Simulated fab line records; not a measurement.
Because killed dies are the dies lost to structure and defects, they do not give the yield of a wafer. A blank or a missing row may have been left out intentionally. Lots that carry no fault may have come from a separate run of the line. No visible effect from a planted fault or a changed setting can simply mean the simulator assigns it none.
fab line records	flow n5-finfet
record: lots: 10	wafers: 30	last-day: 21
route steps=1938 shown BEOL_M0@736 BEOL_M4@1111 PASSIVATION@1936
lots that met no fault: taken from a fault-free run of the same line
start-h: start of the lot's first displayed wafer, in hours after the record's first day	wait-h: hours elapsed since this lot's preceding step	" repeats the value in the row above	L1.1+2: several wafers, shown together as one row	- no value present, or no start provided	* or withheld: withheld	< > ~ a bound
route shown NAME@n: names a module that has steps shown in the file, with the first one's number in the route	usual: mean/standard deviation taken from wafers without a fault	same: alike in all rows	chamber/n: place in a boat	sites: readings site by site	_std_site: standard deviation across them	_edge_site: outer sites' mean less inner sites'	radius-mm: how far each site lies from the wafer's centre	mask NAME#n: copy n	behind: the most recent tool/chamber to have shaped the wafer	hold: why the lot was held/for how many hours/how that ended	device: the transistor (n, p or np) that didn't switch	end of line: tests of these same wafers at the route's end	a step given without rows: its recipe and nothing more	killed: at the first sort, the dies lost to defects and structure; wafer yield is something else	map: a wafer's dies, marking killed ones x, the rest . and places with no die _
set.NAME: the setting that was run; set.NAME@STEP: the one run at that earlier step	model.NAME: the simulator's own value behind a step, which no gauge read
one table for each step of the route and one row for each wafer, over a sample of lots
services: from which hour (start-h, from the record's first day; less than 0 if before it) a tool's chamber was out of use, for how many hours, and why
== steps ==
step: N5_BEOL_M0_SPUTTER_132
recipe: material: Cu	target-thk-a: 40	temp-c: -20	chamber-pressure-pa: 0.07	power-w: withheld	time-s: 7.37
usual: throttle-valve-pct: 30.0/0.7
lot.wafer	tool	chamber	start-h	wait-h	throttle-valve-pct
L259.2	pvd-sputter-02	-	143.15	0.0	29.3
L259.4	"	-	"	"	29.7
L259.5	"	-	"	"	30.5
L263.3	pvd-sputter-02	-	161.91	0.0	29.5
L263.4	"	-	"	"	29.4
L263.6	"	-	"	"	29.9
L262.3	pvd-sputter-01	-	165.47	0.0	29.4
L262.5	"	-	"	"	29.4
L262.6	"	-	"	"	29.4
L266.2	pvd-sputter-03	-	189.56	0.0	28.8
L266.3	"	-	"	"	30.3
L266.4	"	-	"	"	29.5
L273.2	pvd-sputter-02	-	228.33	0.0	29.7
L273.3	"	-	"	"	30.0
L273.5	"	-	"	"	29.8
L274.2	pvd-sputter-03	-	230.54	0.0	28.8
L274.3	"	-	"	"	29.3
L274.6	"	-	"	"	31.3
L275.2	pvd-sputter-01	-	241.32	0.0	29.4
L275.3	"	-	"	"	29.8
L275.4	"	-	"	"	29.5
L277.1	pvd-sputter-03	-	248.31	0.0	28.7
L277.2	"	-	"	"	30.2
L277.5	"	-	"	"	31.3
L276.1	pvd-sputter-02	-	255.00	0.0	30.6
L276.2	"	-	"	"	29.7
L276.6	"	-	"	"	29.2
L278.4	pvd-sputter-03	-	256.32	0.0	31.1
L278.5	"	-	"	"	31.1
L278.6	"	-	"	"	29.9
step: N5_BEOL_M0_ANNEAL_133
recipe: temp-c: 400	time-s: 60	ambient: vacuum
usual: heater-power-w: 780/69	susceptor-temp-C: 399.99/0.23
lot.wafer	tool	chamber	start-h	wait-h	heater-power-w	susceptor-temp-C
L259.2	pvd-sputter-02	-	143.23	0.0	706	400.23
L259.4	"	-	"	"	712	399.68
L259.5	"	-	"	"	871	400.18
L263.3	pvd-sputter-02	-	161.99	0.0	707	399.71
L263.4	"	-	"	"	692	399.41
L263.6	"	-	"	"	781	400.49
L262.3	pvd-sputter-01	-	165.55	0.0	855	400.48
L262.5	"	-	"	"	790	399.66
L262.6	"	-	"	"	865	400.42
L266.2	pvd-sputter-03	-	189.64	0.0	675	400.21
L266.3	"	-	"	"	840	399.97
L266.4	"	-	"	"	764	399.97
L273.2	pvd-sputter-02	-	228.41	0.0	718	400.08
L273.3	"	-	"	"	786	399.92
L273.5	"	-	"	"	772	400.07
L274.2	pvd-sputter-03	-	230.62	0.0	656	400.38
L274.3	"	-	"	"	756	399.81
L274.6	"	-	"	"	798	399.68
L275.2	pvd-sputter-01	-	241.40	0.0	775	400.06
L275.3	"	-	"	"	908	399.78
L275.4	"	-	"	"	853	400.16
L277.1	pvd-sputter-03	-	248.39	0.0	665	400.08
L277.2	"	-	"	"	822	400.18
L277.5	"	-	"	"	798	399.96
L276.1	pvd-sputter-02	-	255.08	0.0	863	399.88
L276.2	"	-	"	"	697	399.62
L276.6	"	-	"	"	710	400.10
L278.4	pvd-sputter-03	-	256.40	0.0	796	399.84
L278.5	"	-	"	"	790	399.88
L278.6	"	-	"	"	755	400.23
step: N5_BEOL_M0_ANNEAL_135
recipe: temp-c: 400	time-s: 60	ambient: vacuum
usual: heater-power-w: 778/68	susceptor-temp-C: 400.02/0.23
lot.wafer	tool	chamber	start-h	wait-h	heater-power-w	susceptor-temp-C
L259.2	pvd-sputter-02	-	143.35	0.0	712	400.16
L259.4	"	-	"	"	687	399.70
L259.5	"	-	"	"	855	399.80
L263.3	pvd-sputter-02	-	162.11	0.0	703	400.27
L263.4	"	-	"	"	701	400.13
L263.6	"	-	"	"	765	399.97
L262.3	pvd-sputter-01	-	165.67	0.0	864	399.96
L262.5	"	-	"	"	775	399.86
L262.6	"	-	"	"	849	400.00
L266.2	pvd-sputter-03	-	189.76	0.0	667	399.96
L266.3	"	-	"	"	815	399.80
L266.4	"	-	"	"	741	399.76
L273.2	pvd-sputter-02	-	228.53	0.0	-	-
L273.3	"	-	"	"	-	-
L273.5	"	-	"	"	-	-
L274.2	pvd-sputter-03	-	230.74	0.0	-	-
L274.3	"	-	"	"	-	-
L274.6	"	-	"	"	-	-
L275.2	pvd-sputter-01	-	241.52	0.0	778	400.01
L275.3	"	-	"	"	939	399.81
L275.4	"	-	"	"	839	399.76
L277.1	pvd-sputter-03	-	248.51	0.0	663	399.74
L277.2	"	-	"	"	816	400.24
L277.5	"	-	"	"	807	399.88
L276.1	pvd-sputter-02	-	255.20	0.0	860	400.23
L276.2	"	-	"	"	689	399.69
L276.6	"	-	"	"	698	399.93
L278.4	pvd-sputter-03	-	256.52	0.0	800	399.82
L278.5	"	-	"	"	806	399.66
L278.6	"	-	"	"	766	400.00
step: N5_BEOL_M0_CMP_120
recipe: stop-on: SiOC	t-overpolish-s: 6.9	down-force-psi: 1	platen-rpm: 50	clearing-platen-down-force-psi: 1.5	clearing-platen-rpm: 50	post-cmp-clean: cu-alkaline	clearing-platen-pad-velocity-m-s: 0.99484	pad-velocity-m-s: 0.99484
usual: barrier-field-endpoint-s: 3.56/0.14	motor-current-A: 6.1/0.5	overpolish-run-s: 6.900/0.0087	platen-rpm: 50.00/0.035	time-to-endpoint-s: 62/4
lot.wafer	tool	chamber	start-h	wait-h	barrier-field-endpoint-s	motor-current-A	overpolish-run-s	platen-rpm	time-to-endpoint-s
L259.2	cmp-02	0	144.01	0.3	3.79	5.9	6.921	50.00	65
L259.4	"	1	"	"	3.79	6.3	6.898	50.02	69
L259.5	"	2	"	"	3.53	6.1	6.913	49.96	66
L263.3	cmp-04	2	162.76	0.2	3.78	6.8	6.887	49.98	63
L263.4	"	0	"	"	3.73	5.4	6.902	49.99	56
L263.6	"	1	"	"	3.65	5.8	6.889	50.03	63
L262.3	cmp-01	1	166.52	0.3	3.55	5.4	6.905	50.02	59
L262.6	"	3	"	"	3.58	5.8	6.894	50.05	61
L262.5	"	0	"	"	3.50	7.0	6.902	50.00	64
L266.2	cmp-01	1	190.74	0.7	3.41	5.2	6.891	50.03	59
L266.4	"	3	"	"	3.41	5.4	6.895	49.96	61
L266.3	"	0	"	"	3.60	7.0	6.896	50.01	61
L273.2	cmp-04	1	229.26	0.4	3.53	5.7	6.898	49.96	66
L273.3	"	2	"	"	3.59	6.3	6.910	50.02	62
L273.5	"	1	"	"	3.66	5.6	6.901	50.00	64
L274.3	cmp-04	0	231.45	0.2	3.24	5.7	6.919	49.99	58
L274.2	"	1	"	"	3.33	5.7	6.898	50.02	65
L274.6	"	0	"	"	3.41	5.9	6.918	50.06	59
L275.2	cmp-04	3	242.05	0.2	3.23	6.6	6.902	49.99	53
L275.4	"	0	"	"	3.45	5.9	6.906	50.02	56
L275.3	"	2	"	"	3.51	6.4	6.900	50.01	64
L277.1	cmp-04	2	249.04	0.3	3.48	6.0	6.888	50.01	65
L277.2	"	0	"	"	3.38	5.5	6.909	49.99	59
L277.5	"	2	"	"	3.61	6.0	6.895	49.91	63
L276.1	cmp-02	2	255.79	0.3	3.43	5.9	6.883	50.02	59
L276.2	"	3	"	"	3.53	6.6	6.910	49.97	59
L276.6	"	2	"	"	3.60	6.4	6.894	50.06	60
L278.4	cmp-02	3	257.36	0.2	3.59	6.7	6.898	50.01	58
L278.5	"	2	"	"	3.58	6.0	6.913	50.00	60
L278.6	"	3	"	"	3.79	6.5	6.896	49.97	63
step: N5_BEOL_M4_RC_MEAS_101
usual: DIBL_N: 36.1/2.3	DIBL_P: 36/3.2	IOFF_N: 0.16/0.045	IOFF_P: 0.21/0.049	ION_N: 674/14	ION_P: 462/8.4	SS_N: 71.6/0.83	SS_P: 73.2/0.87	VT_N: 249/3.8	VT_P: -250/3.4
lot.wafer	tool	chamber	start-h	wait-h	DIBL_N[mV/V]	DIBL_P[mV/V]	IOFF_N[nA/um]	IOFF_P[nA/um]	ION_N[uA/um]	ION_P[uA/um]	SS_N[mV/dec]	SS_P[mV/dec]	VT_N[mV]	VT_P[mV]
L259.2	prober-02	0	280.86	0.2	35.8	36	0.15	0.20	674	458	71.7	72.9	249	-251
L259.4	"	0	"	"	34.3	34	0.13	0.17	669	461	71.1	72.6	249	-252
L259.5	"	0	"	"	34.7	35	0.14	0.19	677	460	70.5	72.1	249	-251
L263.3	prober-02	0	286.86	0.3	34.9	34	0.12	0.15	652	444	70.7	71.9	253	-255
L263.4	"	0	"	"	36.0	36	0.14	0.19	668	456	71.9	73.5	251	-255
L263.6	"	0	"	"	34.8	33	0.12	0.15	645	439	70.9	72.9	254	-257
L262.3	prober-02	0	311.05	0.3	37.8	38	0.18	0.23	684	470	72.6	73.9	251	-250
L262.5	"	0	"	"	42.2	44	0.31	0.34	692	471	73.7	76.2	243	-247
L262.6	"	0	"	"	36.9	37	0.17	0.22	694	468	71.5	73.5	246	-250
L266.2	prober-02	0	317.56	0.2	35.8	34	0.12	0.21	652	457	71.0	73.4	254	-251
L266.3	"	0	"	"	35.1	34	0.13	0.20	662	464	71.3	71.6	251	-249
L266.4	"	0	"	"	37.7	37	0.16	0.25	675	465	71.9	73.4	251	-247
L273.2	prober-02	0	355.66	0.2	36.0	35	0.16	0.22	669	460	71.3	72.8	248	-247
L273.3	"	0	"	"	34.3	33	0.15	0.20	670	459	71.2	72.3	248	-248
L273.5	"	0	"	"	38.8	39	0.24	0.29	688	464	72.0	73.4	243	-247
L275.2	prober-02	0	358.83	0.2	37.6	38	0.17	0.20	673	458	71.3	73.8	248	-252
L275.3	"	0	"	"	39.2	41	0.21	0.28	674	466	72.2	75.1	249	-249
L275.4	"	0	"	"	36.5	37	0.15	0.20	675	462	71.2	73.9	248	-254
L277.1	prober-02	0	364.44	0.0	39.9	39	0.22	0.24	707	474	72.3	74.2	244	-250
L277.2	"	0	"	"	36.0	34	0.14	0.17	661	450	70.8	73.0	250	-252
L277.5	"	0	"	"	35.4	33	0.13	0.17	670	460	70.4	72.0	251	-248
L274.2	prober-01	0	388.49	0.2	35.1	37	0.15	0.23	659	460	71.3	73.8	250	-250
L274.3	"	0	"	"	36.6	38	0.19	0.23	682	457	72.4	73.2	248	-250
L274.6	"	0	"	"	35.3	37	0.15	0.21	665	454	71.9	73.4	252	-250
L276.1	prober-02	0	388.83	0.0	40.9	44	0.28	0.38	686	469	73.0	75.4	241	-241
L276.2	"	0	"	"	40.3	43	0.30	0.36	695	472	72.4	74.8	239	-240
L276.6	"	0	"	"	39.2	41	0.26	0.31	685	464	72.8	75.0	243	-243
L278.4	prober-01	0	394.25	0.5	37.5	39	0.20	0.25	683	463	72.7	73.3	246	-248
L278.5	"	0	"	"	40.1	42	0.24	0.29	679	461	72.7	74.2	246	-248
L278.6	"	0	"	"	37.4	38	0.19	0.24	681	466	72.0	73.7	247	-247
step: N5_PASSIVATION_PROBE_49
usual: defect-limited-yield: 90.9/1.6	killed_at_M0_to_M3: 37/11	killed_at_M4_up: 15/5.6	killed-at-contacts: 13/6.4	killed-at-front-end: 39/11	killed-at-other: 4/3.1	killed-dies: 107/19	killed-open: 71/14	killed-short: 34/7.8	sort_bin_4_leakage: 0.01/0.053	sort_bin_5_function: 5.3/1	sort_bin_6_memory: 3.4/0.72	sort_bin_8_speed: 0.0/0.42	sort-n-pass: 1072/20	sort-yield-pct: 90.9/1.7
same: gross-dies: 1180	killed-at-back-side: 0
lot.wafer	tool	chamber	start-h	wait-h	defect-limited-yield[%]	killed_at_M0_to_M3	killed_at_M4_up	killed-at-contacts	killed-at-front-end	killed-at-other	killed-dies	killed-open	killed-short	sort_bin_4_leakage[%]	sort_bin_5_function[%]	sort_bin_6_memory[%]	sort_bin_8_speed[%]	sort-n-pass	sort-yield-pct[%]
L259.2	prober-01	-	376.91	0.1	92.5	14	11	29	33	1	88	56	24	0	4.3	2.8	0	1092	92.5
L259.4	prober-01	-	377.01	0.2	90.5	25	21	13	51	2	112	73	38	0	5.2	3.9	0	1068	90.5
L259.5	prober-01	-	377.06	0.2	90.1	43	14	22	38	0	117	78	32	0	6.4	3.1	0	1063	90.1
L266.2	prober-01	-	450.60	0.1	90.4	26	17	8	60	2	113	78	33	0	5.4	4.0	0	1067	90.4
L266.3	prober-01	-	450.65	0.1	89.4	32	20	12	54	7	125	83	41	0	5.9	4.0	0	1055	89.4
L266.4	prober-01	-	450.70	0.2	88.8	39	15	20	49	9	132	85	46	0	6.1	4.9	0	1048	88.8
L273.2	prober-02	-	491.57	0.1	91.0	26	17	9	51	3	106	64	40	0	5.3	3.4	0	1074	91.0
L273.3	prober-02	-	491.62	0.1	89.7	29	25	14	52	1	121	81	35	0	5.8	4.2	0	1059	89.7
L273.5	prober-02	-	491.72	0.2	91.4	36	15	11	37	3	102	68	33	0	5.3	3.2	0	1078	91.4
L274.2	prober-02	-	494.88	0.1	85.6	67	14	36	47	6	170	121	48	0	9.0	4.8	0	1010	85.6
L274.3	prober-02	-	494.93	0.1	89.7	40	21	15	44	2	122	80	42	0	6.2	4.0	0	1058	89.7
L274.6	prober-02	-	495.08	0.3	90.4	39	21	22	30	1	113	83	30	0	6.3	3.0	0	1067	90.4
L276.1	prober-02	-	496.17	0.0	92.8	27	10	10	29	9	85	55	29	0	4.2	2.7	0	1095	92.8
L276.2	prober-02	-	496.22	0.1	91.4	41	17	6	36	2	102	67	32	0.25	4.8	3.6	0	1075	91.1
L276.6	prober-02	-	496.42	0.3	93.1	42	11	5	21	2	81	50	27	0	4.4	2.3	0	1099	93.1
L275.2	prober-01	-	496.22	0.1	92.7	25	15	10	34	2	86	56	29	0	4.4	2.7	0	1094	92.7
L275.3	prober-01	-	496.27	0.1	90.5	36	11	10	52	3	112	72	38	0	5.9	3.2	0	1068	90.5
L275.4	prober-01	-	496.32	0.2	89.8	48	17	18	36	1	120	95	24	0	6.1	3.7	0	1060	89.8
killed by level:class
L259.2 MOL_CONTACT_COAG:geometric-particle:open=22 FIN_SAQP:geometric-particle:open=9 GATE_CUT:geometric-particle:short=7 BEOL_M1:geometric-particle:open=7 STI_FIN_REVEAL:geometric-particle:open=6 MOL_CONTACT_COAG:geometric-particle:short=5 BEOL_M0_SAQP:geometric-particle:short=4 FIN_SAQP:geometric-particle:short=3
L259.4 BEOL_M4:geometric-particle:open=11 MOL_CONTACT_COAG:geometric-particle:open=10 FIN_SAQP:geometric-particle:open=9 GATE_CUT:geometric-particle:short=9 FIN_SAQP:geometric-particle:short=7 STARTING-WAFER:geometric-particle:open=7 DUMMY_GATE:geometric-particle:open=5 STI_FIN_REVEAL:geometric-particle:open=5
L259.5 MOL_CONTACT_COAG:geometric-particle:open=19 BEOL_M3:geometric-particle:open=13 FIN_SAQP:geometric-particle:short=12 BEOL_M1:geometric-particle:open=10 BEOL_M0_SAQP:geometric-particle:open=7 FIN_SAQP:geometric-particle:open=6 BEOL_M2:geometric-particle:open=4 GATE_CUT:geometric-particle:short=4
L266.2 STI_FIN_REVEAL:geometric-particle:open=25 FIN_SAQP:geometric-particle:short=9 BEOL_M0_SAQP:geometric-particle:open=9 BEOL_M4:geometric-particle:open=9 BEOL_M0_SAQP:geometric-particle:short=8 FIN_SAQP:geometric-particle:open=6 MOL_CONTACT_COAG:geometric-particle:open=5 BEOL_M3:geometric-particle:open=5
L266.3 STI_FIN_REVEAL:geometric-particle:open=19 BEOL_M4:geometric-particle:open=13 BEOL_M0_SAQP:geometric-particle:short=10 BEOL_M0_SAQP:geometric-particle:open=9 STI_FIN_REVEAL:geometric-particle:short=7 MOL_CONTACT_COAG:geometric-particle:open=7 FIN_SAQP:geometric-particle:open=5 DUMMY_GATE:geometric-particle:open=5
L266.4 STI_FIN_REVEAL:geometric-particle:open=15 MOL_CONTACT_COAG:geometric-particle:open=15 FIN_SAQP:geometric-particle:open=12 FIN_SAQP:geometric-particle:short=10 BEOL_M0_SAQP:geometric-particle:open=10 BEOL_M0_SAQP:geometric-particle:short=9 BEOL_M4:geometric-particle:open=9 BEOL_M2:geometric-particle:open=8
L273.2 FIN_SAQP:geometric-particle:short=12 FIN_SAQP:geometric-particle:open=11 BEOL_M4:geometric-particle:open=10 STI_FIN_REVEAL:geometric-particle:open=9 MOL_CONTACT_COAG:geometric-particle:open=9 BEOL_M1:geometric-particle:open=6 STI_FIN_REVEAL:geometric-particle:short=5 BEOL_M0:geometric-particle:open=4
L273.3 STI_FIN_REVEAL:geometric-particle:open=15 MOL_CONTACT_COAG:geometric-particle:open=10 BEOL_M4:geometric-particle:open=10 FIN_SAQP:geometric-particle:short=9 FIN_SAQP:geometric-particle:open=8 BEOL_M1:geometric-particle:open=7 BEOL_M0_SAQP:geometric-particle:short=5 BEOL_M5:geometric-particle:short=5
L273.5 STI_FIN_REVEAL:geometric-particle:open=11 BEOL_M0_SAQP:geometric-particle:open=11 BEOL_M0_SAQP:geometric-particle:short=8 FIN_SAQP:geometric-particle:open=7 MOL_CONTACT_COAG:geometric-particle:open=6 FIN_SAQP:geometric-particle:short=5 DUMMY_GATE:geometric-particle:open=5 MOL_CONTACT_COAG:geometric-particle:short=5
L274.2 MOL_CONTACT_COAG:geometric-particle:open=31 BEOL_M0_SAQP:geometric-particle:open=16 BEOL_M0_SAQP:geometric-particle:short=14 BEOL_M1:geometric-particle:open=13 BEOL_M2:geometric-particle:open=13 DUMMY_GATE:geometric-particle:open=9 FIN_SAQP:geometric-particle:short=8 STI_FIN_REVEAL:geometric-particle:open=8
L274.3 BEOL_M0_SAQP:geometric-particle:short=13 MOL_CONTACT_COAG:geometric-particle:open=13 BEOL_M0_SAQP:geometric-particle:open=13 GATE_CUT:geometric-particle:short=10 FIN_SAQP:geometric-particle:open=8 STI_FIN_REVEAL:geometric-particle:open=8 BEOL_M4:geometric-particle:open=8 BEOL_M2:geometric-particle:open=5
L274.6 MOL_CONTACT_COAG:geometric-particle:open=18 BEOL_M0_SAQP:geometric-particle:open=12 BEOL_M4:geometric-particle:open=11 FIN_SAQP:geometric-particle:open=9 DUMMY_GATE:geometric-particle:open=9 BEOL_M0_SAQP:geometric-particle:short=8 BEOL_M1:geometric-particle:short=5 BEOL_M2:geometric-particle:open=5
L276.1 FIN_SAQP:geometric-particle:open=9 MOL_CONTACT_COAG:geometric-particle:open=7 BEOL_M2:geometric-particle:open=6 FIN_SAQP:geometric-particle:short=5 BEOL_M3:geometric-particle:open=5 BEOL_M4:geometric-particle:open=5 BEOL_M0_SAQP:geometric-particle:open=4 BEOL_M1:geometric-particle:open=4
L275.2 STI_FIN_REVEAL:geometric-particle:open=10 BEOL_M3:geometric-particle:open=9 MOL_CONTACT_COAG:geometric-particle:open=8 BEOL_M4:geometric-particle:short=6 FIN_SAQP:geometric-particle:open=5 BEOL_M0_SAQP:geometric-particle:short=5 STI_FIN_REVEAL:geometric-particle:short=3 DUMMY_GATE:geometric-particle:open=3
L276.2 BEOL_M3:geometric-particle:open=14 STI_FIN_REVEAL:geometric-particle:open=12 FIN_SAQP:geometric-particle:open=7 BEOL_M0_SAQP:geometric-particle:short=6 BEOL_M3:geometric-particle:short=6 BEOL_M4:geometric-particle:open=6 MOL_CONTACT_COAG:geometric-particle:open=5 BEOL_M1:geometric-particle:open=5
L275.3 STI_FIN_REVEAL:geometric-particle:open=16 BEOL_M3:geometric-particle:open=9 STI_FIN_REVEAL:geometric-particle:short=7 MOL_CONTACT_COAG:geometric-particle:open=7 BEOL_M0_SAQP:geometric-particle:short=6 FIN_SAQP:geometric-particle:open=5 GATE_CUT:geometric-particle:short=5 BEOL_M0:geometric-particle:open=5
L275.4 MOL_CONTACT_COAG:geometric-particle:open=16 BEOL_M3:geometric-particle:open=14 STI_FIN_REVEAL:geometric-particle:open=12 BEOL_M0_SAQP:geometric-particle:open=10 BEOL_M4:geometric-particle:open=8 FIN_SAQP:geometric-particle:open=7 DUMMY_GATE:geometric-particle:open=6 BEOL_M0_SAQP:geometric-particle:short=6
L276.6 BEOL_M0_SAQP:geometric-particle:short=13 BEOL_M2:geometric-particle:open=8 FIN_SAQP:geometric-particle:open=6 BEOL_M3:geometric-particle:open=6 BEOL_M0_SAQP:geometric-particle:open=5 DUMMY_GATE:geometric-particle:open=4 BEOL_M4:geometric-particle:open=4 BEOL_M1:geometric-particle:open=4
== services ==
tool	chamber	start-h	hours	kind
cmp-04	-	119.41	-	consumable-replace:conditioner
cmp-04	-	119.41	-	consumable-replace:pad
cmp-04	-	126.54	5.1	pm
cmp-01	-	155.52	4.0	repair
cmp-02	-	168.43	4.0	pm
cmp-04	-	172.27	0.4	repair
cmp-02	-	208.11	4.1	repair
cmp-01	-	210.51	4.5	pm
cmp-01	-	215.48	1.9	repair
pvd-sputter-03	-	216.35	1.0	repair
cmp-01	-	219.16	0.4	repair
cmp-02	-	231.78	2.4	repair
cmp-01	-	239.16	4.0	pm
cmp-01	-	243.16	-	consumable-replace:conditioner
cmp-01	-	243.16	-	consumable-replace:pad
== key ==
first-sign: step: N5_BEOL_M0_ANNEAL_135	reading: tool-record	direction: missing
effect none on later readings
met-at N5_BEOL_M0_ANNEAL_135
struck-lots L273,L274
not-acting-at N5_BEOL_M0_SPUTTER_132,N5_BEOL_M0_ANNEAL_133,N5_BEOL_M0_CMP_120
onset-between 189.76 228.53
fault: kind: skipped-step-whole	tool: pvd-sputter-02,pvd-sputter-03	chamber: -	onset-h: 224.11	steps: N5_BEOL_M0_ANNEAL_135	scope: struck-lots-only
